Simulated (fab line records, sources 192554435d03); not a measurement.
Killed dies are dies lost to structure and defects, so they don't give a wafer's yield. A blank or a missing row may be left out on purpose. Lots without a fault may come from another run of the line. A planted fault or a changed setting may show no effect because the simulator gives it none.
Split-lot experiment | flow n5_finfet | 7 lots, 39 wafers read, on a route of 1938 steps

THE SPLIT
At N5_SD_EPI_N_ETCH_16 (etches SiO2 in CHF3/O2, target depth 5 nm), the setting target_depth_a was moved away from the recipe's 50 angstrom on 12 of the 39 wafers read, by -45.8% to +51.4%. The other wafers ran this setting at the recipe's value.

The reading is taken at the split's own step.

THE READING
etch.depth_nm (the simulator's own value, which no gauge read), in nm, at N5_SD_EPI_N_ETCH_16 (etches SiO2 in CHF3/O2, target depth 5 nm). The file gives no usual value for it. The 27 wafers here that ran the recipe average 4.945 nm, standard deviation 0.065 nm.

wafer  | tool, chamber at the split | target_depth_a as run, angstrom | against the recipe | etch.depth_nm, nm | against lot-mates on the recipe
L074.1 | rie_diel-01, 0             | 62.69                           | +25.4%             | 6.122             | +1.183
L074.2 | rie_diel-01, 1             | 62.69                           | +25.4%             | 6.058             | +1.119
L074.3 | rie_diel-01, 2             | 50                              | recipe             | 5.004             | -
L074.4 | rie_diel-01, 3             | 62.69                           | +25.4%             | 6.094             | +1.155
L074.5 | rie_diel-01, 2             | 50                              | recipe             | 4.997             | -
L074.6 | rie_diel-01, 3             | 50                              | recipe             | 4.816             | -
L075.2 | rie_diel-03, 3             | 50                              | recipe             | 4.878             | -
L075.3 | rie_diel-03, 1             | 50                              | recipe             | 5.025             | -
L075.6 | rie_diel-03, 1             | 50                              | recipe             | 4.993             | -
L078.1 | rie_diel-05, 3             | 50                              | recipe             | 5.04              | -
L078.2 | rie_diel-05, 0             | 50                              | recipe             | 5.039             | -
L078.3 | rie_diel-05, 2             | 50                              | recipe             | 4.906             | -
L078.4 | rie_diel-05, 1             | 50                              | recipe             | 4.823             | -
L078.5 | rie_diel-05, 2             | 50                              | recipe             | 4.977             | -
L078.6 | rie_diel-05, 1             | 50                              | recipe             | 4.816             | -
L079.1 | rie_diel-03, 2             | 50                              | recipe             | 4.992             | -
L079.2 | rie_diel-03, 0             | 50                              | recipe             | 4.963             | -
L079.3 | rie_diel-03, 1             | 50                              | recipe             | 4.914             | -
L079.4 | rie_diel-03, 0             | 50                              | recipe             | 4.958             | -
L079.5 | rie_diel-03, 1             | 50                              | recipe             | 4.971             | -
L079.6 | rie_diel-03, 2             | 50                              | recipe             | 5.006             | -
L083.1 | rie_diel-03, 2             | 50                              | recipe             | 4.951             | -
L083.2 | rie_diel-03, 0             | 27.08                           | -45.8%             | 2.684             | -2.253
L083.3 | rie_diel-03, 1             | 50                              | recipe             | 4.914             | -
L083.4 | rie_diel-03, 0             | 50                              | recipe             | 4.945             | -
L083.5 | rie_diel-03, 2             | 27.08                           | -45.8%             | 2.702             | -2.235
L083.6 | rie_diel-03, 1             | 27.08                           | -45.8%             | 2.676             | -2.261
L092.1 | rie_diel-01, 2             | 61.28                           | +22.6%             | 6.149             | +1.199
L092.2 | rie_diel-01, 0             | 50                              | recipe             | 4.919             | -
L092.3 | rie_diel-01, 3             | 50                              | recipe             | 4.924             | -
L092.4 | rie_diel-01, 1             | 61.28                           | +22.6%             | 6.233             | +1.283
L092.5 | rie_diel-01, 2             | 50                              | recipe             | 5.008             | -
L092.6 | rie_diel-01, 3             | 61.28                           | +22.6%             | 6.042             | +1.092
L097.1 | rie_diel-03, 0             | 75.68                           | +51.4%             | 7.415             | +2.501
L097.2 | rie_diel-03, 1             | 50                              | recipe             | 4.885             | -
L097.3 | rie_diel-03, 2             | 50                              | recipe             | 4.997             | -
L097.4 | rie_diel-03, 1             | 75.68                           | +51.4%             | 7.495             | +2.581
L097.5 | rie_diel-03, 2             | 75.68                           | +51.4%             | 7.552             | +2.638
L097.6 | rie_diel-03, 0             | 50                              | recipe             | 4.859             | -

THE FIT
A straight line over all 39 wafers: etch.depth_nm changes by +0.0492 nm for each +1% of target_depth_a; r = +1.00; the points scatter about the line by 0.074 nm.
The same after taking each lot's own level away (the mean of its wafers on the recipe; 39 wafers): +0.0494 nm for each +1%; r = +1.00; scatter 0.072 nm.
On that fit, the largest move of target_depth_a shifts the reading by 2.5 nm.
The lots' own levels span 4.9137 to 4.9673 nm, that is 0.8 times the standard deviation above.
So the lot-to-lot level changes the slope little: the two slopes agree.
Check: with one of the wafers moved furthest among these (+51.4%) left out of the fit, the line predicts +2.55 nm for it against its lot-mates. It came out at +2.5 nm against them.

OTHER SPLITS ON THESE WAFERS
These wafers also went through other splits before the reading. Each is held against what the fit with the lots' levels taken away leaves over:
other split on the same wafers          | wafers away from the commonest value | r with etch.depth_nm (lot level and that fit taken away)
N5_ZERO_LAYER_DEVELOP_10 develop_time_s | 12                                   | -0.29
N5_FIN_SAQP_HM_DEP_72 target_thk_a      | 6                                    | -0.24

THE FILE'S OWN FIT
etch.depth_nm changes by +0.0495 nm for each +1% of target_depth_a, r = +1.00.
